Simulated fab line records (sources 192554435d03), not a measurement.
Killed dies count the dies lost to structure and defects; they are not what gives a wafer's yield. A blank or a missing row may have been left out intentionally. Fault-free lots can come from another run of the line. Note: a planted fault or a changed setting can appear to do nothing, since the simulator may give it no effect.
Chamber matching -- flow n5_finfet -- rie_diel-01 running N5_MIM_TOP_ETCH_STRIP_01: 4 sister chambers
The step strips in O2. 14 wafers are shown with their chamber, then 7 later ones without.

## WAFERS WITH THEIR CHAMBER
wafer,chamber,drypump_motor_current_A (A),throttle_valve_pct (%),oes_product_au (a.u.)
L075.2,3,5.5,16.75,0.72
L075.3,0,5.2,16.65,0.74
L075.5,1,5.5,16.96,0.68
L083.3,0,5.3,16.70,0.75
L083.4,2,6.1,17.01,0.76
L083.5,0,5.2,16.69,0.74
L086.1,2,6.1,17.04,0.74
L086.2,1,5.6,16.47,0.95
L086.5,2,6.1,17.03,0.75
L091.1,0,5.3,16.72,0.74
L091.2,3,5.4,16.32,0.99
L091.3,1,5.5,16.55,0.92
L090.3,2,6.1,17.06,0.74
L090.5,0,5.2,16.66,0.72

SIGNATURES (averages over the wafers above)
reading,chamber 0,chamber 1,chamber 2,chamber 3,scatter within a chamber
drypump_motor_current_A,5.240,5.533,6.100,5.450,0.0486
throttle_valve_pct,16.6840,16.6600,17.0350,16.5350,0.153
oes_product_au,0.7380,0.8500,0.7475,0.8550,0.09
Rule: distance of a wafer from a chamber = root of the sum over the readings of ((wafer's reading minus chamber's mean) / reading's scatter) squared. The wafer belongs to the nearest chamber; if the next one is less than 2 further off, it can't be placed. The scatter is the square root of a quotient: the sum, over the shown wafers, of each reading's squared deviation from its chamber's mean, divided by wafers minus chambers.

## WAFERS WITHOUT THEIR CHAMBER
wafer,drypump_motor_current_A (A),throttle_valve_pct (%),oes_product_au (a.u.)
L090.6,5.5,16.31,0.99
L092.2,5.5,16.40,0.96
L092.4,5.6,16.51,0.92
L092.6,5.5,16.35,0.94
L094.4,5.3,16.69,0.73
L094.5,6.1,17.05,0.74
L094.6,5.5,16.38,0.96

## WHICH CHAMBER EACH ONE RAN IN
wafer,from the rows above,in truth
L090.6,can't be placed: 3 or 1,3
L092.2,can't be placed: 3 or 1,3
L092.4,can't be placed: 1 or 3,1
L092.6,can't be placed: 3 or 1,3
L094.4,0,0
L094.5,2,2
L094.6,can't be placed: 3 or 1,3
Correct placement for 2 of the 7. Unplaceable from these rows: 5, with the true chamber sitting among the candidates in 5. Number placed wrongly: 0.
